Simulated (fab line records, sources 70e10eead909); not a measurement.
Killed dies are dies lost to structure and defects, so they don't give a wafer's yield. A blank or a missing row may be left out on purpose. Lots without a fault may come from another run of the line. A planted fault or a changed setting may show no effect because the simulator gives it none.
fab line records | flow nand_harc
record lots=24 wafers=72 last_day=24
route steps=1159 shown P_M2@339 P_BONDPAD@364 A_CHANNEL_HOLE_D1@467
lots that met no fault: from a run of the same line without faults
start_h: hours from the record's first day to the start of the lot's first wafer shown | wait_h: hours since the lot's step before | " the same as in the row above | L1.1+2: a row that stands for several wafers | - no value, or no start given | * or withheld: withheld | < > ~ a bound
route shown NAME@n: a module of which the file shows steps, and the number in the route of the first | usual: mean/standard deviation of fault-free wafers | same: alike in all rows | chamber/n: place in a boat | sites: the reading at each site | _std_site: their standard deviation | _edge_site: outer sites' mean less inner sites' | radius_mm: how far each site lies from the wafer's centre | mask NAME#n: copy n | behind: the tool/chamber that last shaped the wafer | hold: why the lot was held/for how many hours/how that ended | device: the transistor (n, p or np) that didn't switch | end of line: the same wafers' tests at the end of the route | a step without rows: its recipe alone | killed: dies lost to structure and defects at the first sort, not the wafer's yield | map: a wafer's dies, x killed, . not, _ none there
set.NAME: the setting as run; set.NAME@STEP: as run at that earlier step | model.NAME: the simulator's own value behind a step, which no gauge read
steps of the route over a sample of lots; a table a step, a row a wafer
services: from which hour (start_h, from the record's first day; less than 0 if before it) a tool's chamber was out of use, for how many hours, and why
## steps
# step NHARC_P_M2_PRE_CLEAN_30
# recipe time_s=30 temp_c=280 gas=H2/He
# usual heater_power_w=389/29
# columns lot.wafer tool chamber start_h wait_h heater_power_w
L074.1 pvd_sputter-02 - - - 379
L074.5 " - " " 367
L074.6 " - " " 345
L075.2 pvd_sputter-03 - - - 372
L075.4 " - " " 426
L075.3 " - " " 385
L076.4 pvd_sputter-03 - - - 422
L076.2 " - " " 392
L076.1 " - " " 374
L077.3 pvd_sputter-02 - - - 368
L077.2 " - " " 392
L077.5 " - " " 354
L078.3 pvd_sputter-02 - - - 369
L078.5 " - " " 360
L078.6 " - " " 371
L079.2 pvd_sputter-02 - - - 404
L079.3 " - " " 354
L079.6 " - " " 350
L080.2 pvd_sputter-02 - - - 356
L080.1 " - " " 376
L080.6 " - " " 355
L081.2 pvd_sputter-02 - - - 353
L081.3 " - " " 379
L081.5 " - " " 370
L082.4 pvd_sputter-03 - - - 390
L082.3 " - " " 375
L082.6 " - " " 430
L083.2 pvd_sputter-02 - - - 388
L083.6 " - " " 351
L083.5 " - " " 414
L084.1 pvd_sputter-02 - - - 361
L084.4 " - " " 403
L084.5 " - " " 379
L087.3 pvd_sputter-02 - - - 366
L087.2 " - " " 371
L087.4 " - " " 403
L085.3 pvd_sputter-02 - - - 395
L085.2 " - " " 373
L085.6 " - " " 401
L086.4 pvd_sputter-01 - - - 350
L086.3 " - " " 427
L086.5 " - " " 419
L088.4 pvd_sputter-01 - - - 349
L088.1 " - " " 431
L088.5 " - " " 434
L089.3 pvd_sputter-01 - - - 354
L089.2 " - " " 434
L089.6 " - " " 434
L090.1 pvd_sputter-01 - - - 431
L090.3 " - " " 416
L090.5 " - " " 427
L091.3 pvd_sputter-02 - - - 397
L091.2 " - " " 373
L091.4 " - " " 378
L092.4 pvd_sputter-02 - - - 343
L092.1 " - " " 400
L092.2 " - " " 371
L093.1 pvd_sputter-01 - - - 361
L093.6 " - " " 432
L093.5 " - " " 396
L094.4 pvd_sputter-01 - - - 421
L094.1 " - " " 425
L094.6 " - " " 392
L095.3 pvd_sputter-03 - - - 378
L095.2 " - " " 447
L095.6 " - " " 387
L097.2 pvd_sputter-03 - - - 389
L097.3 " - " " 375
L097.5 " - " " 430
L096.4 pvd_sputter-02 - - - 402
L096.3 " - " " 377
L096.6 " - " " 380
# step NHARC_P_M2_PVD_21
# recipe target_thk_a=300 chamber_pressure_pa=5 power_w=5000 substrate_temp_c=30 time_s=20.49 material=Cu
# usual throttle_valve_pct=30.0/0.89
# columns lot.wafer tool chamber start_h wait_h throttle_valve_pct
L074.1 pvd_sputter-02 - - - 31.0
L074.6 " - " " 28.8
L074.5 " - " " 30.3
L075.4 pvd_sputter-03 - - - 30.5
L075.3 " - " " 29.6
L075.2 " - " " 31.0
L076.1 pvd_sputter-03 - - - 30.2
L076.2 " - " " 29.4
L076.4 " - " " 29.4
L077.2 pvd_sputter-02 - - - 29.0
L077.3 " - " " 30.7
L077.5 " - " " 30.7
L078.3 pvd_sputter-02 - - - 31.2
L078.5 " - " " 30.4
L078.6 " - " " 30.3
L079.2 pvd_sputter-02 - - - 30.5
L079.3 " - " " 30.0
L079.6 " - " " 30.4
L080.1 pvd_sputter-02 - - - 29.0
L080.2 " - " " 31.2
L080.6 " - " " 28.9
L081.2 pvd_sputter-02 - - - 30.0
L081.3 " - " " 31.3
L081.5 " - " " 29.0
L082.4 pvd_sputter-03 - - - 29.4
L082.3 " - " " 29.5
L082.6 " - " " 29.1
L083.2 pvd_sputter-02 - - - 28.7
L083.6 " - " " 31.3
L083.5 " - " " 28.7
L084.4 pvd_sputter-02 - - - 30.4
L084.1 " - " " 30.1
L084.5 " - " " 30.0
L087.3 pvd_sputter-02 - - - 30.5
L087.2 " - " " 30.1
L087.4 " - " " 30.9
L085.2 pvd_sputter-02 - - - 30.1
L085.3 " - " " 30.9
L085.6 " - " " 29.9
L086.4 pvd_sputter-01 - - - 30.6
L086.3 " - " " 28.7
L086.5 " - " " 30.4
L088.1 pvd_sputter-01 - - - 31.1
L088.4 " - " " 29.2
L088.5 " - " " 30.6
L089.3 pvd_sputter-01 - - - 31.5
L089.2 " - " " 30.4
L089.6 " - " " 29.4
L090.3 pvd_sputter-01 - - - 28.7
L090.1 " - " " 30.4
L090.5 " - " " 29.2
L091.2 pvd_sputter-02 - - - 29.9
L091.3 " - " " 28.8
L091.4 " - " " 31.0
L092.2 pvd_sputter-02 - - - 30.9
L092.4 " - " " 28.9
L092.1 " - " " 30.0
L093.1 pvd_sputter-01 - - - 31.2
L093.6 " - " " 28.9
L093.5 " - " " 30.4
L094.4 pvd_sputter-01 - - - 29.5
L094.1 " - " " 31.2
L094.6 " - " " 29.2
L095.3 pvd_sputter-03 - - - 30.5
L095.2 " - " " 29.4
L095.6 " - " " 29.2
L097.2 pvd_sputter-03 - - - 29.4
L097.3 " - " " 30.9
L097.5 " - " " 30.5
L096.4 pvd_sputter-02 - - - 31.1
L096.3 " - " " 29.0
L096.6 " - " " 31.1
# step NHARC_P_BONDPAD_CD_MEAS_09
# recipe target_cd_nm=500 landing_energy_ev=500
# usual cd_nm=500.3/2.7
# columns lot.wafer tool chamber start_h wait_h cd_nm
L074.1 cd_sem-03 0 136.21 - 499.6
L074.5 " 0 " " 497.5
L074.6 " 0 " " 500.6
L075.2 cd_sem-03 0 137.39 - 503.9
L075.3 " 0 " " 501.2
L075.4 " 0 " " 500.5
L076.1 cd_sem-02 0 138.87 - 502.4
L076.2 " 0 " " 502.6
L076.4 " 0 " " 500.5
L077.2 cd_sem-02 0 151.43 - 500.4
L077.3 " 0 " " 504.7
L077.5 " 0 " " 498.6
L078.3 cd_sem-01 0 151.67 - 499.7
L078.5 " 0 " " 498.3
L078.6 " 0 " " 496.8
L079.2 cd_sem-01 0 152.67 - 497.8
L079.3 " 0 " " 500.8
L079.6 " 0 " " 499.7
L080.1 cd_sem-03 0 166.94 - 499.2
L080.2 " 0 " " 505.6
L080.6 " 0 " " 502.0
L081.2 cd_sem-02 0 171.06 - 507.3
L081.3 " 0 " " 501.0
L081.5 " 0 " " 504.8
L082.3 cd_sem-02 0 173.09 - 498.7
L082.4 " 0 " " 495.5
L082.6 " 0 " " 504.5
L083.2 cd_sem-02 0 185.92 - 502.6
L083.5 " 0 " " 500.0
L083.6 " 0 " " 500.7
L084.1 cd_sem-02 0 187.16 - 500.0
L084.4 " 0 " " 502.4
L084.5 " 0 " " 502.9
L087.2 cd_sem-01 0 203.97 - 503.2
L087.3 " 0 " " 503.4
L087.4 " 0 " " 502.5
L085.2 cd_sem-01 0 204.91 - 496.0
L085.3 " 0 " " 495.7
L085.6 " 0 " " 498.2
L086.3 cd_sem-02 0 205.08 - 498.7
L086.4 " 0 " " 497.1
L086.5 " 0 " " 499.4
L088.1 cd_sem-02 0 207.86 - 498.7
L088.4 " 0 " " 504.3
L088.5 " 0 " " 500.5
L089.2 cd_sem-01 0 225.83 - 497.3
L089.3 " 0 " " 503.4
L089.6 " 0 " " 496.2
L090.1 cd_sem-02 0 230.85 - 501.5
L090.3 " 0 " " 498.0
L090.5 " 0 " " 505.6
L091.2 cd_sem-03 0 233.08 - 501.9
L091.3 " 0 " " 498.8
L091.4 " 0 " " 502.0
L092.1 cd_sem-01 0 239.77 - 501.9
L092.2 " 0 " " 498.4
L092.4 " 0 " " 501.5
L093.1 cd_sem-02 0 240.28 - 497.7
L093.5 " 0 " " 498.3
L093.6 " 0 " " 496.7
L094.1 cd_sem-03 0 240.63 - 502.1
L094.4 " 0 " " 502.4
L094.6 " 0 " " 503.5
L095.2 cd_sem-02 0 256.61 - 498.5
L095.3 " 0 " " 496.7
L095.6 " 0 " " 496.8
L097.2 cd_sem-03 0 266.31 - 501.7
L097.3 " 0 " " 502.0
L097.5 " 0 " " 502.0
L096.3 cd_sem-03 0 268.23 - 499.9
L096.4 " 0 " " 496.2
L096.6 " 0 " " 504.4
# step NHARC_P_BONDPAD_PVD_17
# recipe target_thk_a=50 bias_v=168.6 power_w=15000 chamber_pressure_pa=0.12 time_s=8.06 substrate_temp_c=50 material=TaN
# usual throttle_valve_pct=29.9/0.94
# columns lot.wafer tool chamber start_h wait_h throttle_valve_pct
L074.1 pvd_sputter-02 - - - 31.0
L074.6 " - " " 31.1
L074.5 " - " " 28.7
L075.3 pvd_sputter-02 - - - 28.7
L075.4 " - " " 30.1
L075.2 " - " " 31.4
L076.2 pvd_sputter-02 - - - 29.2
L076.1 " - " " 30.6
L076.4 " - " " 30.0
L077.2 pvd_sputter-02 - - - 30.9
L077.3 " - " " 30.6
L077.5 " - " " 30.0
L078.3 pvd_sputter-02 - - - 28.7
L078.5 " - " " 28.8
L078.6 " - " " 30.5
L079.2 pvd_sputter-02 - - - 28.7
L079.3 " - " " 30.1
L079.6 " - " " 28.7
L080.2 pvd_sputter-01 - - - 29.2
L080.1 " - " " 31.2
L080.6 " - " " 29.4
L081.3 pvd_sputter-03 - - - 30.9
L081.2 " - " " 30.3
L081.5 " - " " 29.6
L082.3 pvd_sputter-03 - - - 30.8
L082.4 " - " " 30.5
L082.6 " - " " 29.3
L083.2 pvd_sputter-02 - - - 31.4
L083.5 " - " " 28.8
L083.6 " - " " 30.6
L084.4 pvd_sputter-02 - - - 31.3
L084.1 " - " " 30.4
L084.5 " - " " 28.9
L087.3 pvd_sputter-01 - - - 31.2
L087.4 " - " " 29.2
L087.2 " - " " 30.6
L085.3 pvd_sputter-02 - - - 30.6
L085.2 " - " " 29.8
L085.6 " - " " 30.9
L086.4 pvd_sputter-01 - - - 29.0
L086.3 " - " " 30.5
L086.5 " - " " 29.1
L088.4 pvd_sputter-02 - - - 30.5
L088.1 " - " " 30.1
L088.5 " - " " 30.3
L089.3 pvd_sputter-02 - - - 28.6
L089.2 " - " " 28.9
L089.6 " - " " 29.9
L090.1 pvd_sputter-02 - - - 28.8
L090.3 " - " " 28.5
L090.5 " - " " 31.1
L091.4 pvd_sputter-02 - - - 28.7
L091.3 " - " " 30.7
L091.2 " - " " 30.1
L092.1 pvd_sputter-01 - - - 28.6
L092.4 " - " " 31.4
L092.2 " - " " 29.2
L093.1 pvd_sputter-03 - - - 30.2
L093.6 " - " " 29.7
L093.5 " - " " 31.0
L094.1 pvd_sputter-01 - - - 29.2
L094.4 " - " " 29.1
L094.6 " - " " 29.3
L095.3 pvd_sputter-02 - - - 29.8
L095.2 " - " " 28.4
L095.6 " - " " 28.8
L097.3 pvd_sputter-02 - - - 28.5
L097.2 " - " " 29.7
L097.5 " - " " 31.2
L096.3 pvd_sputter-01 - - - 31.4
L096.4 " - " " 29.2
L096.6 " - " " 30.7
# step NHARC_A_CHANNEL_HOLE_D1_ETCH_39
# recipe target_depth_a=2600 over_etch_frac=0.3 time_s=325 ion_energy_ev=200 n2_flow_sccm=150 h2_flow_sccm=150 ar_flow_sccm=0 rf_w=400 bias_w=150 chemistry=N2/H2
# usual drypump_motor_current_A=5.6/0.37 oes_product_au=1.001/0.016 rf_vpp_V=431.4/2.3 showerhead_plenum_p_Torr=2.07/0.075 throttle_valve_pct=14.172/0.0099
# same over_etch_frac=0.3
# columns lot.wafer tool chamber start_h wait_h drypump_motor_current_A oes_product_au rf_hours_counter_h rf_vpp_V showerhead_plenum_p_Torr throttle_valve_pct
L076.1 rie_diel-02 1 - - 6.1 0.998 1 429.8 2.01 14.166
L076.4 " 2 " " 5.6 1.012 1 429.3 1.96 14.179
L076.2 " 0 " " 5.7 1.006 1 433.9 2.15 14.163
L075.2 rie_diel-03 1 - - 5.6 1.009 10 434.1 2.19 14.174
L075.3 " 2 " " 5.9 0.988 10 432.0 2.08 14.158
L075.4 " 3 " " 5.8 0.995 10 433.7 2.11 14.178
L074.1 rie_diel-02 1 - - 6.1 0.998 2 430.2 2.01 14.174
L074.5 " 2 " " 5.6 0.998 - 427.5 1.96 14.173
L074.6 " 3 " " 4.8 0.989 - 430.3 2.01 14.172
L079.3 rie_diel-12 1 - - 5.5 1.005 11 431.3 2.05 14.162
L079.2 " 2 " " 4.9 1.012 10 436.2 2.19 14.162
L079.6 " 1 " " 5.5 1.006 - 430.3 2.05 14.179
L078.3 rie_diel-03 1 - - 5.6 1.015 11 433.5 2.19 14.164
L078.6 " 3 " " 5.8 0.986 - 432.4 2.11 14.182
L078.5 " 0 " " 5.4 0.980 - 432.5 2.13 14.165
L077.3 rie_diel-02 3 - - 4.8 1.008 3 430.8 2.01 14.183
L077.2 " 0 " " 5.7 0.993 3 433.9 2.15 14.167
L077.5 " 2 " " 5.6 1.008 - 429.2 1.96 14.136
L080.1 rie_diel-12 0 - - 5.9 1.000 0 428.4 2.00 14.179
L080.2 " 2 " " 4.9 1.001 0 435.4 2.19 14.189
L080.6 " 0 " " 5.9 0.977 - 429.3 2.00 14.178
L082.3 rie_diel-03 3 - - 5.8 0.988 11 432.1 2.11 14.151
L082.4 " 0 " " 5.5 0.993 11 434.1 2.13 14.163
L082.6 " 3 " " 5.8 0.993 - 432.3 2.11 14.180
L081.3 rie_diel-02 3 - - 4.8 1.009 4 426.9 2.01 14.179
L081.2 " 0 " " 5.7 1.003 4 434.5 2.15 14.176
L081.5 " 0 " " 5.7 1.003 - 433.1 2.15 14.170
L084.1 rie_diel-03 2 - - 5.9 0.987 0 430.8 2.08 14.158
L084.4 " 3 " " 5.8 0.987 0 431.5 2.11 14.154
L084.5 " 0 " " 5.4 0.959 - 433.9 2.13 14.178
L083.2 rie_diel-02 2 - - 5.6 1.006 6 428.9 1.96 14.156
L083.6 " 1 " " 6.1 1.001 - 430.3 2.00 14.161
L083.5 " 2 " " 5.6 1.019 - 427.0 1.96 14.169
L085.2 rie_diel-12 0 - - 5.9 0.987 2 430.5 2.00 14.169
L085.3 " 1 " " 5.5 1.029 1 432.0 2.05 14.174
L085.6 " 0 " " 5.9 1.011 - 431.0 2.00 14.179
L087.4 rie_diel-03 2 - - 5.9 0.998 2 431.2 2.08 14.172
L087.3 " 3 " " 5.8 0.987 2 433.0 2.11 14.162
L087.2 " 0 " " 5.4 0.965 2 433.1 2.13 14.168
L086.3 rie_diel-12 2 - - 4.9 1.006 2 435.1 2.19 14.180
L086.4 " 1 " " 5.5 1.016 2 431.3 2.05 14.171
L086.5 " 3 " " 5.5 1.001 - 430.2 1.99 14.169
L088.4 rie_diel-03 2 - - 5.9 0.984 2 431.9 2.08 14.171
L088.1 " 3 " " 5.8 0.974 2 432.3 2.11 14.167
L088.5 " 1 " " 5.6 1.018 - 433.6 2.19 14.162
L089.3 rie_diel-12 3 - - 5.4 1.024 3 429.0 1.99 14.153
L089.2 " 0 " " 5.9 0.989 3 429.7 2.00 14.174
L089.6 " 2 " " 5.0 0.997 - 434.7 2.19 14.177
L091.2 rie_diel-03 3 - - 5.8 0.977 4 432.8 2.11 14.183
L091.3 " 1 " " 5.6 1.023 4 435.2 2.19 14.172
L091.4 " 2 " " 5.9 0.993 - 433.5 2.08 14.170
L090.3 rie_diel-12 0 - - 5.9 0.992 3 428.1 2.00 14.161
L090.1 " 1 " " 5.5 1.017 4 429.2 2.05 14.180
L090.5 " 3 " " 5.4 1.020 - 428.3 1.99 14.175
L094.4 rie_diel-12 0 - - 5.9 0.989 4 429.0 2.00 14.172
L094.1 " 1 " " 5.5 1.003 4 431.7 2.05 14.165
L094.6 " 3 " " 5.4 1.014 - 430.7 1.99 14.182
L093.1 rie_diel-03 1 - - 5.6 1.019 5 435.0 2.19 14.165
L093.6 " 1 " " 5.6 1.023 - 435.8 2.19 14.180
L093.5 " 2 " " 5.9 0.994 - 431.8 2.08 14.178
L092.4 rie_diel-03 2 - - 5.9 0.981 5 431.1 2.08 14.169
L092.1 " 3 " " 5.8 0.986 5 433.4 2.11 14.179
L092.2 " 0 " " 5.5 0.970 5 434.1 2.13 14.176
L095.2 rie_diel-02 3 299.44 0.1 4.7 1.029 8 429.4 2.01 14.177
L095.3 " 3 " " 4.8 1.026 - 429.5 2.01 14.163
L095.6 " 1 " " 6.1 1.007 - 428.9 2.00 14.192
L096.4 rie_diel-12 2 - - 5.0 1.002 5 434.4 2.19 14.181
L096.3 " 3 " " 5.4 1.019 6 429.7 1.99 14.174
L096.6 " 2 " " 5.0 1.001 - 434.1 2.18 14.176
L097.3 rie_diel-02 3 - - 4.8 1.020 11 429.8 2.01 14.160
L097.2 " 2 " " 5.7 1.013 10 429.9 1.96 14.169
L097.5 " 1 " " 6.1 1.005 - 427.9 2.00 14.175
# step NHARC_A_CHANNEL_HOLE_D1_ETCH_23
# recipe bias_v=5000 source_w=withheld pressure_mtorr=20 time_s=819 ar_flow_sccm=375 c4f8_flow_sccm=89.3 o2_flow_sccm=35.7 temp_c=-20 target_depth_a=16000 chemistry=C4F8/O2/Ar
# usual drypump_motor_current_A=5.9/0.5 showerhead_plenum_p_Torr=3.69/0.1 throttle_valve_pct=32.154/0.0097
# columns lot.wafer tool chamber start_h wait_h drypump_motor_current_A rf_hours_counter_h showerhead_plenum_p_Torr throttle_valve_pct
L076.2 har_etch-02 1 183.24 0.5 6.0 101 3.64 32.173
L076.1 " 0 " " 6.2 101 3.62 32.145
L076.4 " 0 " " 6.2 - 3.62 32.149
L075.2 har_etch-01 1 184.07 0.5 5.0 190 3.83 32.161
L075.4 " 1 " " 4.9 - 3.83 32.151
L075.3 " 0 " " 6.3 - 3.83 32.151
L074.1 har_etch-02 0 187.51 0.5 6.2 105 3.62 32.149
L074.6 " 1 " " 6.0 - 3.64 32.148
L074.5 " 0 " " 6.2 - 3.62 32.171
L079.2 har_etch-02 1 197.11 0.5 6.0 111 3.63 32.151
L079.3 " 0 " " 6.2 - 3.61 32.144
L079.6 " 0 " " 6.2 - 3.61 32.156
L078.3 har_etch-01 1 197.67 0.5 4.9 - 3.82 32.155
L078.5 " 0 " " 6.3 - 3.82 32.157
L078.6 " 1 " " 4.9 - 3.82 32.149
L077.2 har_etch-02 1 201.40 0.5 6.0 114 3.63 32.156
L077.3 " 0 " " 6.2 - 3.61 32.164
L077.5 " 0 " " 6.2 - 3.61 32.154
L080.2 har_etch-01 0 214.60 0.5 6.3 202 3.82 32.150
L080.1 " 1 " " 5.0 202 3.82 32.173
L080.6 " 1 " " 4.9 - 3.82 32.153
L082.4 har_etch-02 1 215.40 0.5 6.0 - 3.63 32.143
L082.3 " 0 " " 6.2 - 3.61 32.166
L082.6 " 1 " " 5.9 - 3.63 32.161
L081.2 har_etch-01 1 218.87 0.5 5.0 206 3.82 32.169
L081.3 " 0 " " 6.3 - 3.82 32.149
L081.5 " 0 " " 6.3 - 3.82 32.145
L084.1 har_etch-02 0 234.33 0.5 6.2 125 3.60 32.155
L084.4 " 1 " " 6.0 - 3.62 32.147
L084.5 " 1 " " 6.0 - 3.63 32.151
L083.2 har_etch-01 0 234.75 0.5 6.3 213 3.81 32.168
L083.6 " 0 " " 6.3 - 3.81 32.142
L083.5 " 1 " " 4.9 - 3.81 32.168
L085.2 har_etch-02 0 256.21 0.5 6.2 134 3.60 32.138
L085.3 " 0 " " 6.2 - 3.60 32.167
L085.6 " 1 " " 6.0 - 3.62 32.164
L087.2 har_etch-01 1 257.34 0.5 4.9 221 3.81 32.153
L087.4 " 1 " " 4.9 - 3.81 32.166
L087.3 " 0 " " 6.3 - 3.81 32.137
L086.4 har_etch-02 1 260.60 0.5 6.0 - 3.62 32.152
L086.3 " 0 " " 6.2 - 3.60 32.152
L086.5 " 0 " " 6.2 - 3.60 32.149
L088.1 har_etch-01 0 261.63 0.5 6.3 225 3.81 32.164
L088.4 " 1 " " 4.9 - 3.81 32.153
L088.5 " 0 " " 6.3 - 3.81 32.138
L089.2 har_etch-02 0 270.63 0.5 6.2 143 3.59 32.156
L089.3 " 1 " " 6.0 - 3.62 32.146
L089.6 " 1 " " 5.9 - 3.62 32.150
L091.2 har_etch-01 1 277.63 0.5 4.9 232 3.80 32.167
L091.4 " 0 " " 6.3 - 3.80 32.150
L091.3 " 1 " " 4.9 - 3.80 32.156
L090.1 har_etch-02 0 278.05 0.5 6.2 148 3.59 32.139
L090.3 " 0 " " 6.2 - 3.59 32.143
L090.5 " 1 " " 5.9 - 3.61 32.169
L094.1 har_etch-01 1 284.95 0.5 4.9 236 3.80 32.136
L094.4 " 1 " " 4.9 - 3.80 32.162
L094.6 " 1 " " 4.9 - 3.80 32.150
L093.1 har_etch-02 0 285.27 0.5 6.2 152 3.59 32.155
L093.5 " 1 " " 6.0 - 3.61 32.148
L093.6 " 0 " " 6.2 - 3.59 32.150
L092.1 har_etch-01 0 288.99 0.5 6.3 240 3.80 32.156
L092.2 " 1 " " 4.9 240 3.80 32.143
L092.4 " 1 " " 5.0 - 3.80 32.153
L095.2 har_etch-02 1 302.53 0.5 6.0 156 3.61 32.154
L095.3 " 0 " " 6.2 - 3.59 32.142
L095.6 " 1 " " 6.0 - 3.61 32.158
L096.3 har_etch-02 1 314.48 0.5 6.0 - 3.60 32.163
L096.4 " 0 " " 6.2 - 3.58 32.162
L096.6 " 0 " " 6.2 - 3.58 32.158
L097.2 har_etch-02 0 320.20 0.5 6.2 170 3.58 32.175
L097.3 " 1 " " 5.9 - 3.60 32.151
L097.5 " 0 " " 6.2 - 3.58 32.134
## services
# columns tool chamber start_h hours kind
rie_diel-02 1 113.43 1.4 repair
rie_diel-03 0 132.94 2.5 repair
pvd_sputter-03 - 136.77 1.8 repair
rie_diel-12 0 143.87 17.7 repair
rie_diel-02 - 150.80 9.0 pm
pvd_sputter-01 - 158.00 10.0 pm
rie_diel-02 1 161.31 1.3 repair
rie_diel-02 3 175.92 1.8 repair
pvd_sputter-03 - 201.02 6.9 repair
rie_diel-12 - 202.40 9.0 pm
pvd_sputter-02 - 206.51 0.8 repair
pvd_sputter-02 - 214.01 10.0 pm
rie_diel-03 - 215.30 9.0 pm
rie_diel-02 3 217.44 7.6 repair
rie_diel-03 - 234.95 1.7 repair
rie_diel-12 - 235.82 0.7 repair
rie_diel-02 2 255.79 5.9 repair
rie_diel-03 1 258.24 4.5 repair
rie_diel-03 0 274.18 7.9 repair
pvd_sputter-03 - 280.05 10.0 pm
rie_diel-02 2 294.46 21.2 repair
rie_diel-02 0 294.94 89.7 repair
har_etch-01 - 305.17 17.0 pm
rie_diel-03 2 312.41 6.7 repair
## key
fault none
